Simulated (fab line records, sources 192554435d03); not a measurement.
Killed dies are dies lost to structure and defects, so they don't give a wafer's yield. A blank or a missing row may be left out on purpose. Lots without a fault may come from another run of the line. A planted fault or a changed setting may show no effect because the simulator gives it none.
Which tool did it? | flow n5_finfet | 10 lots, 29 wafers sampled, at 5 steps of a route of 1938

WHAT THE GAUGES READ, wafer by wafer
N5_WELL_APT_OVL_MEAS_09. Usual: NWELL_OVL -4 nm, standard deviation 6.1.
lot  | measured    | on         | NWELL_OVL (nm) | flag
L242 | day 1 19:44 | overlay-01 | 4 1 1          |
L246 | day 2 19:43 | overlay-01 | 6 5 0          |
L248 | day 3 07:35 | overlay-02 | -3 -4 3        |
L249 | day 3 13:46 | overlay-02 | -2 1 -7        |
L252 | day 4 07:53 | overlay-02 | -4 -9          |
L256 | day 5 07:56 | overlay-02 | -5 -1 -3       |
L257 | day 5 13:36 | overlay-01 | -14 -10 -9     |
L260 | day 6 07:45 | overlay-02 | -3 -6 -8       |
L263 | day 7 01:46 | overlay-02 | 5 -2 5         |
L264 | day 7 08:29 | overlay-01 | -14 -14 -18    |

N5_WELL_APT_CD_MEAS_25: target cd 200 nm. Usual: cd_nm 201 nm, standard deviation 3.2.
lot  | measured    | on        | cd_nm (nm)  | flag
L242 | day 1 20:50 | cd_sem-01 | 203 200 203 |
L246 | day 2 21:04 | cd_sem-02 | 200 204 208 |
L248 | day 3 09:19 | cd_sem-03 | 209 200 204 |
L249 | day 3 14:58 | cd_sem-01 | 198 196 199 |
L252 | day 4 09:08 | cd_sem-02 | 203 201     |
L256 | day 5 09:12 | cd_sem-01 | 199 198 197 |
L257 | day 5 15:02 | cd_sem-02 | 201 204 203 |
L260 | day 6 08:50 | cd_sem-03 | 201 200 198 |
L263 | day 7 03:18 | cd_sem-02 | 202 204 204 |
L264 | day 7 09:35 | cd_sem-03 | 203 203 199 |

N5_BEOL_M4_RC_MEAS_101. Usual: DIBL_N 37.0 mV/V, standard deviation 2.3; DIBL_P 37.3 mV/V, standard deviation 2.8; IOFF_N 0.17 nA/um, standard deviation 0.046; IOFF_P 0.23 nA/um, standard deviation 0.054; ION_N 675 uA/um, standard deviation 14; ION_P 460 uA/um, standard deviation 9.3; SS_N 71.7 mV/dec, standard deviation 0.73; SS_P 73.6 mV/dec, standard deviation 0.95; VT_N 249 mV, standard deviation 3.9; VT_P -250 mV, standard deviation 3.9.
lot  | measured     | on        | DIBL_N (mV/V)  | DIBL_P (mV/V)  | IOFF_N (nA/um) | IOFF_P (nA/um) | ION_N (uA/um) | ION_P (uA/um) | SS_N (mV/dec)  | SS_P (mV/dec)  | VT_N (mV)   | VT_P (mV)      | flag
L242 | day 8 02:19  | prober-02 | 37.4 36.8 39.6 | 37.6 37.4 40.9 | 0.19 0.17 0.25 | 0.22 0.22 0.29 | 677 667 688   | 457 453 457   | 72.1 71.1 72.2 | 73.7 75.0 76.1 | 250 249 245 | -249 -251 -248 |
L246 | day 9 09:13  | prober-01 | 36.5 34.8 40.1 | 38.2 36.0 43.2 | 0.19 0.14 0.28 | 0.25 0.21 0.37 | 691 653 701   | 469 455 483   | 72.1 71.9 72.7 | 73.1 71.4 74.5 | 246 251 242 | -247 -248 -242 |
L248 | day 9 17:25  | prober-01 | 38.8 38.9 37.1 | 39.2 40.6 38.9 | 0.20 0.21 0.19 | 0.20 0.22 0.21 | 683 690 679   | 455 460 456   | 72.3 72.4 71.8 | 74.2 74.7 74.2 | 248 246 247 | -256 -253 -255 |
L249 | day 10 05:55 | prober-01 | 38.9 37.5 38.8 | 41.4 38.2 40.7 | 0.20 0.16 0.21 | 0.29 0.23 0.28 | 679 682 691   | 467 470 474   | 71.3 72.1 72.2 | 74.8 74.1 74.7 | 248 249 248 | -246 -250 -246 |
L252 | day 10 19:25 | prober-01 | 37.4 37.1      | 35.9 36.5      | 0.17 0.15      | 0.19 0.20      | 670 650       | 458 450       | 71.4 71.0      | 73.9 72.9      | 247 252     | -251 -251      |
L256 | day 12 11:37 | prober-01 | 36.8 39.9 36.6 | 37.9 41.1 36.6 | 0.16 0.19 0.16 | 0.22 0.27 0.19 | 677 679 673   | 459 466 457   | 71.4 72.4 71.0 | 72.9 74.2 73.1 | 249 248 248 | -250 -249 -252 |
L257 | day 12 21:28 | prober-01 | 39.3 41.2 36.0 | 41.4 44.0 36.5 | 0.23 0.28 0.16 | 0.26 0.32 0.19 | 687 704 681   | 465 470 456   | 72.8 73.7 71.7 | 74.4 75.4 73.3 | 246 241 248 | -248 -245 -253 |
L260 | day 13 00:56 | prober-02 | 36.2 37.1 35.3 | 33.2 35.2 33.1 | 0.15 0.17 0.13 | 0.18 0.21 0.18 | 670 676 677   | 456 454 466   | 71.6 71.7 70.6 | 72.5 72.8 73.1 | 253 250 252 | -253 -253 -250 |
L263 | day 14 07:43 | prober-02 | 37.7 40.0 35.8 | 38.9 40.9 37.0 | 0.19 0.24 0.15 | 0.28 0.30 0.23 | 670 696 677   | 460 474 471   | 72.9 73.1 71.6 | 73.9 74.6 73.2 | 249 244 250 | -247 -245 -248 |
L264 | day 14 06:08 | prober-01 | 37.3 37.0 33.1 | 38.5 38.7 34.3 | 0.16 0.17 0.10 | 0.18 0.18 0.13 | 675 675 656   | 450 449 445   | 72.0 71.9 70.3 | 74.2 73.9 72.1 | 252 251 256 | -257 -256 -258 |

WHICH TOOL RAN EACH LOT (tool, then ch and the chambers of the sampled wafers, then the start)
lot  | N5_ZERO_LAYER_ETCH_17             | N5_ZERO_LAYER_ETCH_18
L242 | rie_diel-06 ch 1,2, day 1 18:44   | rie_si-05 ch 0,1, day 1 18:49
L246 | rie_diel-02 ch 0,2,3, day 2 18:50 | rie_si-05 ch 0,2,3, day 2 18:55
L248 | rie_diel-02 ch 1,3, day 3 06:43   | rie_si-04 ch 0,1,2, day 3 06:47
L249 | rie_diel-06 ch 0,3, day 3 12:53   | rie_si-03 ch 2,3, day 3 12:58
L252 | rie_diel-02 ch 3, day 4 07:01     | rie_si-04 ch 0,1, day 4 07:05
L256 | rie_diel-04 ch 2,3, day 5 06:56   | rie_si-04 ch 0,2,3, day 5 07:01
L257 | rie_diel-02 ch 0,2, day 5 12:43   | rie_si-04 ch 0,1,2, day 5 12:47
L260 | rie_diel-04 ch 1,2,3, day 6 06:52 | rie_si-05 ch 0,3, day 6 06:56
L263 | rie_diel-02 ch 1,2, day 7 00:52   | rie_si-04 ch 0,1,2, day 7 00:56
L264 | rie_diel-02 ch 2,3, day 7 07:22   | rie_si-04 ch 0,1, day 7 07:26
- N5_ZERO_LAYER_ETCH_17: etches SiO2 in CF4, target depth 12 nm, time 13.3 s.
- N5_ZERO_LAYER_ETCH_18: etches Si in HBr/Cl2, target depth 120 nm, time 40 s.

WHAT THE TOOLS THEMSELVES READ (means of the sampled wafers that have a number; where no wafer has one, the mark that the record gives instead)
N5_ZERO_LAYER_ETCH_17. Usual: drypump_motor_current_A 5.8 A, standard deviation 0.55; oes_product_au 0.76 a.u., standard deviation 0.068; rf_fwd_power_W 446.2 W, standard deviation 1.5; rf_vpp_V 950 V, standard deviation 4.5; showerhead_plenum_p_Torr 2.16 Torr, standard deviation 0.071; throttle_valve_pct 15.61 %, standard deviation 0.19.
lot  | tool        | drypump_motor_current_A (A) | oes_product_au (a.u.) | rf_fwd_power_W (W) | rf_vpp_V (V) | showerhead_plenum_p_Torr (Torr) | throttle_valve_pct (%) | flag
L242 | rie_diel-06 | 5.7                         | 0.85                  | 444.4              | 949          | 2.16                            | 15.46                  |
L246 | rie_diel-02 | 6.4                         | 0.75                  | 446.7              | 949          | 2.14                            | 15.65                  |
L248 | rie_diel-02 | 6.0                         | 0.72                  | 445.2              | 951          | 2.17                            | 15.58                  |
L249 | rie_diel-06 | 5.7                         | 0.75                  | 445.9              | 950          | 2.16                            | 15.69                  |
L252 | rie_diel-02 | 6.5                         | 0.70                  | 446.8              | 949          | 2.14                            | 15.66                  |
L256 | rie_diel-04 | 5.6                         | 0.71                  | 447.9              | 946          | 2.11                            | 15.76                  |
L257 | rie_diel-02 | 6.4                         | 0.74                  | 446.4              | 947          | 2.10                            | 15.66                  |
L260 | rie_diel-04 | 5.7                         | 0.72                  | 446.8              | 950          | 2.17                            | 15.66                  |
L263 | rie_diel-02 | 5.5                         | 0.72                  | 447.0              | 950          | 2.16                            | 15.56                  |
L264 | rie_diel-02 | 6.4                         | 0.74                  | 446.4              | 944          | 2.08                            | 15.66                  |

N5_ZERO_LAYER_ETCH_18. Usual: drypump_motor_current_A 5.5 A, standard deviation 0.6; mfc_cl2_sccm 79.99 sccm, standard deviation 0.25; oes_product_au 1.002 a.u., standard deviation 0.012; rf_fwd_power_W 795.5 W, standard deviation 2.6; throttle_valve_pct 36.3 %, standard deviation 0.34.
lot  | tool      | drypump_motor_current_A (A) | mfc_cl2_sccm (sccm) | oes_product_au (a.u.) | rf_fwd_power_W (W) | throttle_valve_pct (%) | flag
L242 | rie_si-05 | 5.1                         | 79.79               | 1.001                 | 797.4              | 36.4                   |
L246 | rie_si-05 | 5.9                         | 79.95               | 1.009                 | 793.6              | 36.3                   |
L248 | rie_si-04 | 5.6                         | 80.12               | 1.006                 | 793.4              | 36.5                   |
L249 | rie_si-03 | 5.3                         | 80.53               | 0.984                 | 797.2              | 36.3                   |
L252 | rie_si-04 | 6.0                         | 80.09               | 1.004                 | 795.0              | 36.2                   |
L256 | rie_si-04 | 5.2                         | 80.03               | 1.003                 | 796.9              | 36.1                   |
L257 | rie_si-04 | 5.6                         | 79.85               | 1.003                 | 793.5              | 36.5                   |
L260 | rie_si-05 | 5.6                         | 80.03               | 1.009                 | 797.7              | 36.2                   |
L263 | rie_si-04 | 5.6                         | 80.12               | 1.006                 | 728.5              | 36.5                   | OFF
L264 | rie_si-04 | 5.9                         | 79.87               | 1.004                 | 669.1              | 36.4                   | OFF

THE ANSWER, worked out from the rows above alone
Rule: a lot is off if the mean of its wafers that have a number lies more than 3 standard deviations from the usual mean. A lot without any number at a reading at which 4 lots or more have one is off too. The other lots that the step has rows for count as sound. The gauges are gone through in route order, then the tools' own readings, and for those a lot's mean is taken as printed above. The first step at which some lot is off is used, and at that step the reading that is off furthest; a lot without a number counts as furthest.
Off: L263, L264, at N5_ZERO_LAYER_ETCH_18 (rf_fwd_power_W).
A tool fits if, at that step or a process step before it, it ran every lot that is off, and no sound lot after the first of them. Can't be told from this: 2 tools fit, rie_diel-02 at N5_ZERO_LAYER_ETCH_17, rie_si-04 at N5_ZERO_LAYER_ETCH_18.

WHAT THE SIMULATOR HAD PUT IN
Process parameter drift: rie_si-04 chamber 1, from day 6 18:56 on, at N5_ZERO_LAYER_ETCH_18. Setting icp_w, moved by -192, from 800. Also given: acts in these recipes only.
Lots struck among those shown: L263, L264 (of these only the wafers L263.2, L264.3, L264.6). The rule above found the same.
